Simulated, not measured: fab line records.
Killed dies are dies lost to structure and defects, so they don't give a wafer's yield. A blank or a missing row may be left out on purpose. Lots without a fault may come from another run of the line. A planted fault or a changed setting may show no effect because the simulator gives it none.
Chamber matching	flow n5 finfet	N5_BEOL_M7_STRIP_36 on rie diel-01: 4 sister chambers
The step strips in N2/H2. 4 wafers are shown with their chamber, then 9 later ones without.

== WAFERS PAIRED WITH THEIR CHAMBERS ==
wafer	chamber	drypump motor current A (A)
L087.5	2	5.2
L090.3	3	6.0
L090.4	1	6.3
L090.5	0	6.1

== WAFERS WITH NO CHAMBER GIVEN ==
wafer	drypump motor current A (A)
L094.1	6.0
L094.2	5.1
L094.4	6.4
L093.1	6.3
L093.2	6.1
L093.5	6.0
L095.1	5.1
L095.3	6.3
L095.6	6.0

== WHICH CHAMBER EACH ONE RAN IN ==
wafer	from the rows above	in truth
L094.1	can't be placed: 3 or 0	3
L094.2	2	2
L094.4	1	1
L093.1	1	1
L093.2	can't be placed: 0 or 3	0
L093.5	can't be placed: 3 or 0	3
L095.1	2	2
L095.3	1	1
L095.6	can't be placed: 3 or 0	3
Correctly placed: 5 of 9. Not placeable from these rows: 4 (in 4, the candidates include the true chamber). Number placed wrongly: 0.
How it was worked out, from the rows above alone: a wafer's distance from a chamber is the root of the sum, over the readings, of the square of ((its reading less the chamber's mean) divided by the reading's scatter). If the next closest chamber is less than 2 further off than the closest, the wafer can't be placed; otherwise it belongs to the closest. A chamber's mean is the mean of its shown wafers. The scatter: root of mean squared gap, hidden wafer to nearest shown wafer, with one shown wafer a chamber.
